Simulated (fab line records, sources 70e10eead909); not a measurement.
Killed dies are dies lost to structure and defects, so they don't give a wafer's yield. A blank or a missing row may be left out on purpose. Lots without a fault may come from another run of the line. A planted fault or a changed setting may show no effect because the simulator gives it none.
fab line records | flow nand_harc
record lots=6 wafers=18 last_day=32
route steps=1302 shown A_M1@1181 END@1302
lots that met no fault: from a run of the same line without faults
start_h: hours from the record's first day to the start of the lot's first wafer shown | wait_h: hours since the lot's step before | " the same as in the row above | L1.1+2: a row that stands for several wafers | - no value, or no start given | * or withheld: withheld | < > ~ a bound
route shown NAME@n: a module of which the file shows steps, and the number in the route of the first | usual: mean/standard deviation of fault-free wafers | same: alike in all rows | chamber/n: place in a boat | sites: the reading at each site | _std_site: their standard deviation | _edge_site: outer sites' mean less inner sites' | radius_mm: how far each site lies from the wafer's centre | mask NAME#n: copy n | behind: the tool/chamber that last shaped the wafer | hold: why the lot was held/for how many hours/how that ended | device: the transistor (n, p or np) that didn't switch | end of line: the same wafers' tests at the end of the route | a step without rows: its recipe alone | killed: dies lost to structure and defects at the first sort, not the wafer's yield | map: a wafer's dies, x killed, . not, _ none there
set.NAME: the setting as run; set.NAME@STEP: as run at that earlier step | model.NAME: the simulator's own value behind a step, which no gauge read
lots at some steps of the route; a table a step, a row a wafer
services: from which hour (start_h, from the record's first day; less than 0 if before it) a tool's chamber was out of use, for how many hours, and why
## steps
# step NHARC_A_M1_INSPECT_11
# usual raw_defect_count=81/40
# columns lot.wafer tool chamber start_h wait_h raw_defect_count
L787.2 defect_inspect-01 - 616.06 0.0 44
L787.3 " - " " 37
L787.4 " - " " 45
L790.1 defect_inspect-01 - 640.74 0.0 86
L790.2 " - " " 97
L790.3 " - " " 78
L793.2 defect_inspect-01 - 660.74 0.0 50
L793.4 " - " " 62
L793.5 " - " " 48
L795.1 defect_inspect-02 - 708.51 0.0 77
L795.4 " - " " 72
L795.6 " - " " 79
L797.2 defect_inspect-02 - 711.90 0.0 115
L797.4 " - " " 112
L797.6 " - " " 116
L796.3 defect_inspect-01 - 718.83 0.0 98
L796.5 " - " " 100
L796.6 " - " " 90
# step NHARC_A_M1_DESCUM_14
# recipe time_s=3 o2_flow_sccm=200 ar_flow_sccm=0 bias_power_w=0 chemistry=O2
# usual drypump_motor_current_A=5.9/0.41 oes_product_au=1.002/0.0095 rf_vpp_V=57.7/0.94 showerhead_plenum_p_Torr=1.91/0.09 throttle_valve_pct=11.310/0.009
# columns lot.wafer tool chamber start_h wait_h drypump_motor_current_A oes_product_au rf_hours_counter_h rf_vpp_V showerhead_plenum_p_Torr throttle_valve_pct
L787.3 rie_diel-01 3 616.12 0.1 6.1 1.003 2.6 56.6 1.83 11.302
L787.2 " 1 " " 5.8 0.998 2.6 57.2 1.93 11.305
L787.4 " 2 " " 5.5 0.981 2.6 56.3 1.87 11.297
L790.2 rie_diel-07 1 640.80 0.1 5.9 1.016 3.8 58.1 2.06 11.310
L790.3 " 2 " " 6.4 1.012 4.4 58.3 1.90 11.299
L790.1 " 0 " " 6.4 1.017 4.2 58.0 1.80 11.315
L793.2 rie_diel-01 0 660.80 0.1 5.2 1.012 5.5 58.0 2.02 11.302
L793.4 " 0 " " 5.2 1.006 - 57.7 2.02 11.315
L793.5 " 3 " " 6.1 1.013 - 56.8 1.83 11.316
L795.4 rie_diel-07 2 708.58 0.1 6.4 1.007 0.8 59.7 1.90 11.312
L795.1 " 3 " " 5.5 1.011 0.8 56.4 1.81 11.314
L795.6 " 2 " " 6.4 1.010 - 57.7 1.90 11.309
L797.4 rie_diel-07 2 711.97 0.1 6.4 1.005 0.9 57.1 1.90 11.307
L797.2 " 0 " " 6.4 0.994 0.7 58.2 1.80 11.328
L797.6 " 2 " " 6.4 1.003 - 57.7 1.90 11.306
L796.3 rie_diel-07 3 718.91 0.1 5.5 1.015 1.2 56.0 1.81 11.297
L796.6 " 1 " " 5.9 1.014 - 59.3 2.06 11.302
L796.5 " 2 " " 6.4 1.010 - 56.4 1.90 11.307
# step NHARC_A_M1_ETCH_35
# recipe target_depth_a=400 overetch_a=120 time_s=43.94 ion_energy_ev=200 n2_flow_sccm=150 h2_flow_sccm=150 ar_flow_sccm=0 rf_w=400 bias_w=150 chemistry=N2/H2
# step NHARC_A_M1_ETCH_15
# recipe target_depth_a=1825 time_s=91.2 c4f8_flow_sccm=withheld ar_flow_sccm=400 rf_w=600 bias_w=300 chemistry=C4F8/Ar
# usual oes_product_au=0.957/0.021 rf_fwd_power_W=595.2/2.3 rf_vpp_V=440.7/2.9
# columns lot.wafer tool chamber start_h wait_h oes_product_au rf_fwd_power_W rf_hours_counter_h rf_vpp_V
L787.2 rie_diel-01 0 - - 0.939 597.9 2.3 443.8
L787.4 " 2 " " 0.916 595.6 2.7 440.3
L787.3 " 3 " " 0.948 595.8 2.6 438.4
L790.1 rie_diel-07 0 - - 0.972 593.7 4.3 435.6
L790.2 " 1 " " 0.968 599.4 3.8 445.3
L790.3 " 2 " " 0.959 593.0 4.4 440.1
L793.2 rie_diel-01 1 - - 0.954 595.3 6.1 441.8
L793.5 " 1 " " 0.964 596.2 - 441.5
L793.4 " 0 " " 0.968 594.7 - 444.0
L795.4 rie_diel-07 3 - - 0.948 592.0 0.8 437.1
L795.1 " 2 " " 0.936 592.7 0.9 440.4
L795.6 " 3 " " 0.956 591.5 - 437.1
L797.2 rie_diel-07 0 - - 0.978 597.5 0.7 439.0
L797.4 " 1 " " 0.963 594.2 0.9 444.8
L797.6 " 3 " " 0.995 591.8 - 436.7
L796.3 rie_diel-07 3 - - 0.996 595.1 1.2 438.2
L796.6 " 1 " " 0.966 597.8 - 444.5
L796.5 " 2 " " 0.959 592.4 - 440.1
# step NHARC_A_M1_CD_MEAS_16
# usual cd_nm=120.2/0.87
# columns lot.wafer tool chamber start_h wait_h cd_nm
L787.2 cd_sem-03 - 616.43 - 120.9
L787.3 " - " " 119.5
L787.4 " - " " 118.1
L790.1 cd_sem-01 - 641.10 - 121.0
L790.2 " - " " 121.2
L790.3 " - " " 120.1
L793.2 cd_sem-03 - 661.15 - 119.0
L793.4 " - " " 119.1
L793.5 " - " " 119.0
L795.1 cd_sem-01 - 708.88 - 119.1
L795.4 " - " " 119.2
L795.6 " - " " 118.8
L797.2 cd_sem-02 - 712.27 - 120.8
L797.4 " - " " 120.2
L797.6 " - " " 119.6
L796.3 cd_sem-02 - 719.20 - 119.5
L796.5 " - " " 119.6
L796.6 " - " " 119.2
# step NHARC_A_M1_STRIP_18
# recipe power_w=1000 n2_flow_sccm=150 h2_flow_sccm=150 ar_flow_sccm=0 bias_w=0 chemistry=N2/H2
# step NHARC_A_M1_ETCH_28
# recipe target_depth_a=300 over_etch_frac=0.3 time_s=72.99 ion_energy_ev=150 cf4_flow_sccm=50 n2_flow_sccm=100 ar_flow_sccm=150 rf_w=300 bias_w=100 chemistry=CF4/N2
# usual drypump_motor_current_A=5.9/0.43 oes_product_au=1.002/0.011 rf_fwd_power_W=297.3/1.3 rf_vpp_V=314.0/2.2 showerhead_plenum_p_Torr=2.61/0.11 throttle_valve_pct=19.793/0.01
# columns lot.wafer tool chamber start_h wait_h drypump_motor_current_A oes_product_au rf_fwd_power_W rf_hours_counter_h rf_vpp_V showerhead_plenum_p_Torr throttle_valve_pct
L787.4 rie_diel-05 0 - - 5.5 1.011 297.8 0 312.4 2.58 19.785
L787.2 " 1 " " 6.5 0.995 299.4 1 314.6 2.68 19.789
L787.3 " 2 " " 6.1 1.002 299.2 1 318.6 2.80 19.774
L790.1 rie_diel-01 0 - - 5.3 1.015 299.4 4 316.9 2.77 19.790
L790.3 " 1 " " 5.8 1.001 296.2 5 313.5 2.64 19.805
L790.2 " 3 " " 6.2 1.010 297.1 4 312.3 2.52 19.797
L793.4 rie_diel-07 1 - - 5.9 1.012 297.4 0 318.3 2.81 19.794
L793.2 " 2 " " 6.4 1.016 294.2 0 313.5 2.61 19.806
L793.5 " 3 " " 5.5 1.022 295.9 - 311.0 2.50 19.799
L795.4 rie_diel-01 2 - - 5.5 0.991 297.2 7 313.1 2.56 19.788
L795.1 " 3 " " 6.1 1.017 297.3 8 314.4 2.51 19.793
L795.6 " 3 " " 6.1 1.010 297.7 - 312.3 2.51 19.794
L797.4 rie_diel-07 1 - - 5.9 1.010 297.3 1 319.2 2.82 19.801
L797.2 " 2 " " 6.4 0.999 294.7 1 314.6 2.61 19.803
L797.6 " 2 " " 6.4 0.986 295.3 - 314.7 2.61 19.798
L796.3 rie_diel-01 2 - - 5.5 0.981 297.0 7 312.4 2.56 19.786
L796.6 " 2 " " 5.5 0.991 297.8 - 314.6 2.56 19.785
L796.5 " 3 " " 6.1 1.002 296.7 - 311.9 2.51 19.795
# step NHARC_A_M1_STRIP_19
# recipe time_s=600 temp_c=30 chemistry=post_etch_residue_remover
# step NHARC_A_M1_DEGAS_29
# recipe temp_c=250 time_s=60
# step NHARC_A_M1_PRE_CLEAN_30
# recipe time_s=30 temp_c=280 gas=H2/He
# step NHARC_A_M1_PVD_20
# recipe target_thk_a=50 bias_v=168.6 power_w=15000 chamber_pressure_pa=0.12 time_s=8.06 substrate_temp_c=50 material=TaN
# step NHARC_A_M1_PVD_21
# recipe target_thk_a=300 chamber_pressure_pa=5 power_w=5000 substrate_temp_c=30 time_s=20.49 material=Cu
# usual throttle_valve_pct=29.7/0.88
# columns lot.wafer tool chamber start_h wait_h throttle_valve_pct
L787.4 pvd_sputter-03 - - - 28.3
L787.2 " - " " 30.0
L787.3 " - " " 28.7
L790.1 pvd_sputter-03 - - - 29.4
L790.3 " - " " 28.3
L790.2 " - " " 29.8
L793.2 pvd_sputter-03 - - - 29.6
L793.4 " - " " 29.8
L793.5 " - " " 28.5
L795.1 pvd_sputter-02 - - - 30.3
L795.4 " - " " 30.4
L795.6 " - " " 30.1
L797.2 pvd_sputter-02 - - - 29.9
L797.4 " - " " 30.1
L797.6 " - " " 30.9
L796.3 pvd_sputter-02 - - - 29.6
L796.5 " - " " 30.2
L796.6 " - " " 30.8
# step NHARC_A_M1_ECD_22
# recipe target_thk_a=4000 bath_temp_c=25 material=Cu
# columns lot.wafer tool chamber start_h wait_h
L787.2+4+3 ecd_cu-01 0,1,0 617.96 -
L790.2+1+3 ecd_cu-02 0,1,0 642.18 -
L793.2+4+5 ecd_cu-02 1,0,1 662.24 -
L795.1+4+6 ecd_cu-02 1 710.01 -
L797.2+4+6 ecd_cu-01 0 713.33 -
L796.3+5+6 ecd_cu-01 1,1,0 720.36 -
# step NHARC_A_M1_ANNEAL_31
# recipe temp_c=225 time_s=90
# usual wafer_temp_C_max=225.95/0.2
# columns lot.wafer tool chamber start_h wait_h wafer_temp_C_max
L787.2 rtp_anneal-02 0 618.34 - 226.36
L787.3 " 0 " " 226.05
L787.4 " 0 " " 226.10
L790.1 rtp_anneal-01 0 642.56 0.3 226.13
L790.2 " 0 " " 225.78
L790.3 " 0 " " 226.20
L793.2 rtp_anneal-02 0 662.67 - 226.11
L793.4 " 0 " " 226.21
L793.5 " 0 " " 225.66
L795.1 rtp_anneal-01 0 710.33 - 225.71
L795.4 " 0 " " 226.06
L795.6 " 0 " " 225.89
L797.2 rtp_anneal-01 0 713.77 0.4 225.88
L797.4 " 0 " " 225.75
L797.6 " 0 " " 225.68
L796.3 rtp_anneal-01 0 720.75 0.3 225.33
L796.5 " 0 " " 225.72
L796.6 " 0 " " 225.83
# step NHARC_A_M1_CMP_23
# recipe t_overpolish_s=20 target_thk_nm=154.34
# usual motor_current_A=12.4/0.93 retaining_ring_pressure_frac=1.000/0.005 time_to_endpoint_s=29/3.1
# columns lot.wafer tool chamber start_h wait_h motor_current_A retaining_ring_pressure_frac time_to_endpoint_s
L787.3 cmp-02 2 618.63 - 12.6 0.999 26
L787.2 " 0 " " 12.6 0.989 31
L787.4 " 1 " " 13.1 1.004 27
L790.3 cmp-02 2 642.93 - 12.2 0.993 28
L790.2 " 3 " " 12.5 1.007 23
L790.1 " 0 " " 13.5 1.002 33
L793.4 cmp-02 3 662.97 - 12.7 1.007 10
L793.2 " 2 " " 11.9 1.002 11
L793.5 " 0 " " 12.3 0.995 16
L795.1 cmp-04 3 710.68 - 9.9 1.005 14
L795.4 " 2 " " 13.1 1.002 14
L795.6 " 0 " " 12.6 1.004 16
L797.2 cmp-02 0 714.08 - 12.3 0.993 34
L797.4 " 2 " " 12.6 0.995 28
L797.6 " 0 " " 12.1 1.000 33
L796.3 cmp-02 3 721.05 - 12.7 1.001 24
L796.6 " 1 " " 12.8 0.995 27
L796.5 " 2 " " 13.5 1.013 27
# step NHARC_A_M1_THK_MEAS_24
# recipe thk_meas_gauge=xrf
# usual thk_nm=154.1/1.7
# columns lot.wafer tool chamber start_h wait_h thk_nm
L787.2 film_metro-02 - 618.95 - 155.4
L787.3 " - " " 154.1
L787.4 " - " " 154.1
L790.1 film_metro-01 - 643.22 - 154.8
L790.2 " - " " 153.9
L790.3 " - " " 153.0
L793.2 film_metro-02 - 663.28 - 155.8
L793.4 " - " " 154.9
L793.5 " - " " 156.7
L795.1 film_metro-02 - 710.99 - 153.1
L795.4 " - " " 155.2
L795.6 " - " " 155.0
L797.2 film_metro-02 - 714.37 - 155.0
L797.4 " - " " 155.8
L797.6 " - " " 155.1
L796.3 film_metro-02 - 721.31 - 150.5
L796.5 " - " " 152.1
L796.6 " - " " 155.4
# step NHARC_END_SORT_01
# recipe temp_c=25
# usual defect_limited_yield=91/3.4 killed_at_array=55/23 killed_at_other=1.0/1.2 killed_at_periphery=3.2/2.7 killed_dies=59/23 killed_open=3.1/1.6 killed_short=2.2/1.5
# same gross_dies=677
# columns lot.wafer tool chamber start_h wait_h defect_limited_yield[%] killed_at_array killed_at_other killed_at_periphery killed_dies killed_open killed_short
L787.2 prober-01 0 658.18 2.8 93 41 0 5 46 1 1
L787.3 prober-01 0 658.98 3.1 94 38 0 1 39 3 2
L787.4 prober-01 0 659.78 3.4 92 40 3 10 53 1 2
L790.1 prober-01 0 673.34 2.5 90 67 1 3 71 7 4
L790.2 prober-01 0 674.13 2.8 89 67 3 2 72 2 0
L790.3 prober-01 0 674.93 3.1 91 61 2 1 64 4 2
L795.1 prober-02 0 744.29 2.5 92 52 0 5 57 3 3
L795.4 prober-02 0 746.67 3.4 90 55 1 10 66 5 5
L795.6 prober-02 0 748.26 4.0 92 44 0 7 51 2 2
L797.2 prober-01 0 752.93 2.8 89 73 0 1 74 3 2
L797.4 prober-01 0 754.56 3.4 88 78 0 5 83 6 2
L797.6 prober-01 0 756.19 4.1 88 74 0 6 80 3 1
L796.3 prober-01 0 763.34 3.1 90 70 1 0 71 1 1
L796.5 prober-01 0 764.92 3.7 90 68 0 3 71 5 3
L796.6 prober-01 0 765.72 4.0 88 75 0 3 78 5 1
# killed by level:class
L787.2 A_CHANNEL_HOLE_D2:chamber_film_flake=15 A_CHANNEL_HOLE_D1:chamber_film_flake=7 A_CONTACT:chamber_film_flake=6 A_DECK1_JOINT:chamber_film_flake=3 A_SLIT:chamber_film_flake=3 P_ZERO_WELL:chamber_film_flake=2 P_GATE:chamber_film_flake=2 A_ZERO_WELL:chamber_film_flake=2
L787.3 A_CHANNEL_HOLE_D2:chamber_film_flake=10 A_CONTACT:chamber_film_flake=9 A_CHANNEL_HOLE_D1:chamber_film_flake=7 A_STAIRCASE:chamber_film_flake=3 A_SLIT:chamber_film_flake=2 P_GATE:geometric_particle:open=1 A_SOURCE_PLATE:geometric_particle:short=1 A_CHANNEL_HOLE_D1:geometric_particle:short=1
L787.4 A_CHANNEL_HOLE_D2:chamber_film_flake=22 A_CHANNEL_HOLE_D1:chamber_film_flake=5 P_ZERO_WELL:chamber_film_flake=4 A_CONTACT:chamber_film_flake=4 A_M0:chamber_film_flake=3 P_CONTACT:chamber_film_flake=2 A_CHANNEL_FILL_D1:chamber_film_flake=2 A_DECK1_JOINT:chamber_film_flake=2
L790.1 A_CHANNEL_HOLE_D1:chamber_film_flake=27 A_CHANNEL_HOLE_D2:chamber_film_flake=16 A_CONTACT:chamber_film_flake=7 A_CHANNEL_FILL_D2:chamber_film_flake=3 A_ONON_D1:geometric_particle:open=2 A_BLC:geometric_particle:open=2 A_STAIRCASE:chamber_film_flake=2 P_M1:geometric_particle:short=1
L790.2 A_CHANNEL_HOLE_D1:chamber_film_flake=32 A_CHANNEL_HOLE_D2:chamber_film_flake=21 A_CONTACT:chamber_film_flake=6 A_STAIRCASE:chamber_film_flake=3 THIN_TSV:chamber_film_flake=3 A_CHANNEL_FILL_D2:chamber_film_flake=2 P_M2:geometric_particle:open=1 A_DECK1_JOINT:geometric_particle:open=1
L790.3 A_CHANNEL_HOLE_D1:chamber_film_flake=25 A_CHANNEL_HOLE_D2:chamber_film_flake=20 A_STAIRCASE:chamber_film_flake=5 A_CHANNEL_FILL_D2:chamber_film_flake=3 THIN_TSV:chamber_film_flake=2 A_ONON_D1:geometric_particle:open=1 A_CHANNEL_FILL_D1:geometric_particle:open=1 A_ONON_D2:geometric_particle:short=1
L795.1 A_SLIT:chamber_film_flake=31 A_CHANNEL_HOLE_D1:chamber_film_flake=9 P_BONDPAD:chamber_film_flake=2 A_STAIRCASE:chamber_film_flake=2 A_BONDPAD:chamber_film_flake=2 P_GATE:geometric_particle:open=1 P_M0:geometric_particle:short=1 A_ONON_D1:geometric_particle:short=1
L795.4 A_SLIT:chamber_film_flake=35 P_GATE:chamber_film_flake=4 P_BONDPAD:chamber_film_flake=3 A_CHANNEL_HOLE_D1:chamber_film_flake=3 A_STAIRCASE:chamber_film_flake=3 P_M1:chamber_film_flake=2 P_GATE:geometric_particle:open=1 A_CHANNEL_FILL_D1:geometric_particle:open=1
L795.6 A_SLIT:chamber_film_flake=29 A_CHANNEL_HOLE_D1:chamber_film_flake=5 P_M1:chamber_film_flake=4 A_DECK1_JOINT:chamber_film_flake=2 A_ONON_D1:geometric_particle:short=1 A_CHANNEL_HOLE_D2:geometric_particle:open=1 A_CHANNEL_FILL_D2:geometric_particle:open=1 A_WL_FILL:geometric_particle:short=1
L797.2 A_CHANNEL_HOLE_D1:chamber_film_flake=34 A_CHANNEL_HOLE_D2:chamber_film_flake=19 A_SLIT:chamber_film_flake=8 A_CONTACT:chamber_film_flake=5 A_CHANNEL_FILL_D1:geometric_particle:short=1 A_DECK1_JOINT:geometric_particle:open=1 A_ONON_D2:geometric_particle:open=1 A_WL_FILL:geometric_particle:short=1
L797.4 A_CHANNEL_HOLE_D1:chamber_film_flake=31 A_CHANNEL_HOLE_D2:chamber_film_flake=21 A_STAIRCASE:chamber_film_flake=7 A_CONTACT:chamber_film_flake=7 A_SLIT:chamber_film_flake=3 A_BLC:geometric_particle:open=2 A_DECK1_JOINT:chamber_film_flake=2 P_STI:geometric_particle:short=1
L797.6 A_CHANNEL_HOLE_D1:chamber_film_flake=34 A_CHANNEL_HOLE_D2:chamber_film_flake=23 A_CONTACT:chamber_film_flake=5 A_SLIT:chamber_film_flake=4 P_ZERO_WELL:chamber_film_flake=2 A_STAIRCASE:chamber_film_flake=2 P_STI:geometric_particle:open=1 P_M1:geometric_particle:open=1
L796.3 A_CHANNEL_HOLE_D1:chamber_film_flake=34 A_CHANNEL_HOLE_D2:chamber_film_flake=22 A_STAIRCASE:chamber_film_flake=5 A_CONTACT:chamber_film_flake=4 A_SLIT:chamber_film_flake=3 A_CHANNEL_FILL_D1:geometric_particle:short=1 A_WL_FILL:geometric_particle:open=1 HYBRID_BOND:latent=1
L796.5 A_CHANNEL_HOLE_D1:chamber_film_flake=33 A_CHANNEL_HOLE_D2:chamber_film_flake=19 A_STAIRCASE:chamber_film_flake=4 A_CONTACT:chamber_film_flake=3 A_ONON_D2:geometric_particle:short=2 P_GATE:chamber_film_flake=2 A_SLIT:chamber_film_flake=2 P_M0:geometric_particle:open=1
L796.6 A_CHANNEL_HOLE_D1:chamber_film_flake=34 A_CHANNEL_HOLE_D2:chamber_film_flake=16 A_CONTACT:chamber_film_flake=11 A_STAIRCASE:chamber_film_flake=6 A_SLIT:chamber_film_flake=2 A_CHANNEL_FILL_D1:geometric_particle:open=1 A_DECK1_JOINT:geometric_particle:open=1 A_ONON_D2:geometric_particle:open=1
## services
# columns tool chamber start_h hours kind
ecd_cu-02 - 596.00 8.0 pm
rie_diel-05 0 598.80 4.6 repair
cmp-04 - 601.00 4.0 pm
rie_diel-07 0 602.70 - clean
rie_diel-07 1 602.70 - clean
rie_diel-07 2 602.70 - clean
rie_diel-07 3 602.70 - clean
rie_diel-07 1 603.45 11.1 repair
cmp-02 - 624.57 4.0 pm
cmp-04 - 626.61 0.3 repair
rie_diel-05 1 634.21 2.7 repair
pvd_sputter-02 - 638.03 10.0 pm
rie_diel-07 - 648.20 9.0 pm
cmp-02 - 650.38 0.9 repair
rie_diel-01 2 654.24 14.0 repair
rie_diel-05 0 658.72 8.7 repair
cmp-04 - 668.99 1.9 repair
cmp-02 - 669.08 1.9 repair
rie_diel-07 0 671.24 15.9 repair
rie_diel-07 2 679.80 2.1 repair
ecd_cu-01 - 688.12 8.0 pm
cmp-04 - 696.37 0.6 repair
cmp-04 - 699.00 4.0 pm
pvd_sputter-03 - 704.00 10.0 pm
## key
first_sign step=NHARC_A_M1_CMP_23 reading=time_to_endpoint_s direction=down sigmas=4.9 usual=* struck=*
effect none on later readings
met_at NHARC_A_M1_ECD_22
struck_wafers L793.2,L793.4,L793.5,L795.1,L795.4,L795.6
onset_between 642.18 662.24
earlier_fault kind=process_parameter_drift tool=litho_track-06 chamber=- onset_h=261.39 steps=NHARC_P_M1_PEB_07 channel=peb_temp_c offset=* shape=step end_h=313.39 acts_in=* stated=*
fault kind=process_parameter_drift tool=ecd_cu-02 chamber=- onset_h=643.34 steps=NHARC_A_M1_ECD_22 channel=target_thk_a offset=* shape=step acts_in=* stated=*
